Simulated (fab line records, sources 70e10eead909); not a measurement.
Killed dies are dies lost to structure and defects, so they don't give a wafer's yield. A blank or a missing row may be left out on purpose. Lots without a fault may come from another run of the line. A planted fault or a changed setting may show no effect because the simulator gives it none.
A struck lot beside a sound one | flow nand_harc | 15 steps out of a route of 1159
Sound: wafers L725.4, L725.5, L725.6. Struck: wafers L719.1, L719.2, L719.6. The cause comes at the end.
At each step with rows: each side's tool, then ch and its chambers, then its first start. Under that, the readings that differ: sound wafers | struck wafers | difference of the means | sigmas: that difference in standard deviations of wafers without a fault.
alike: readings whose means differ by less than 2 such deviations, and words and numbers that are the same on both sides. not compared: withheld readings, readings that some wafer has no value for, bounds like >300 that may hide the same value, and numbers for which the record gives no deviation and whose values overlap.
The two part at a step that has a row with sigmas, a row that says differs or no value, or rows on one side only. Numbers that don't overlap but have no deviation are shown without sigmas and don't part them. A reading that every wafer of one side lacks parts them only if that side has two wafers or more.

first, 2 steps without rows for these wafers: NHARC_P_GATE_PEB_09 (peb time 85 s); NHARC_P_GATE_DEVELOP_10 (time 70 s).
NHARC_P_GATE_CD_MEAS_11: target cd 1640 nm.
  sound on cd_sem-02 ch 0, day 9 14:51; struck on cd_sem-01 ch 0, day 7 21:46
  alike: cd_nm
then, 1 step without rows for these wafers: NHARC_P_GATE_HARDBAKE_12 (time 80 s).
NHARC_P_GATE_DESCUM_13: chemistry O2, time 3 s.
  sound on rie_diel-06 ch 0,1,2, day 9 15:01; struck on rie_diel-09 ch 0,3, day 7 22:01
  alike: drypump_motor_current_A, oes_product_au, rf_vpp_V, showerhead_plenum_p_Torr, throttle_valve_pct
  not compared: rf_hours_counter_h
then, 6 steps without rows for these wafers: NHARC_P_GATE_ETCH_14 (etches SiO2 in dHF, target depth 48.8 nm); NHARC_P_GATE_STRIP_15 (strips in SPM, time 780 s); NHARC_P_GATE_PRECLEAN_71 (cleans in SC1); NHARC_P_GATE_SRD_72; NHARC_P_GATE_OXIDE_16 (material SiO2, target thk 3 nm, ox time 392 s); NHARC_P_GATE_CVD_17 (deposits poly-Si, target thk 150 nm, time 900 s).
NHARC_P_GATE_HM_DEP_102: deposits aC, target thk 120 nm.
  sound on acl_dep-03 ch 0, day 10 03:34; struck on acl_dep-03 ch 0, day 8 11:43
  reading              | sound | struck               | difference                   | sigmas
  susceptor_temp_C (C) | - - - | 399.86 399.76 399.95 | no value on the sound wafers |
  alike: throttle_valve_pct
NHARC_P_GATE_DEP_103: deposits SiON, target thk 30 nm.
  sound on pecvd-01 ch 0,1,2, day 10 03:59; struck on pecvd-03 ch 0,1, day 8 12:22
  no value came back on the struck wafers for heater_power_outer_w (W), heater_power_w (W); on the sound wafers heater_power_outer_w (W) reads 325 463 339
then, 1 step without rows for these wafers: NHARC_P_GATE_DEHYDRATE_18 (time 120 s).
-- the record jumps here: 15 days lie between the struck wafers' starts before and after (it left off in module P_GATE and takes up again in module END, whose first step shown is number 1159 of the route) --
NHARC_END_SORT_01:
  the record has rows for the struck wafers here (prober-02 ch 0, day 23 20:58) and none for the sound ones

WHERE THEY PART
First at NHARC_P_GATE_HM_DEP_102; last, within this record, at NHARC_END_SORT_01.

WHY: what the simulator had put in
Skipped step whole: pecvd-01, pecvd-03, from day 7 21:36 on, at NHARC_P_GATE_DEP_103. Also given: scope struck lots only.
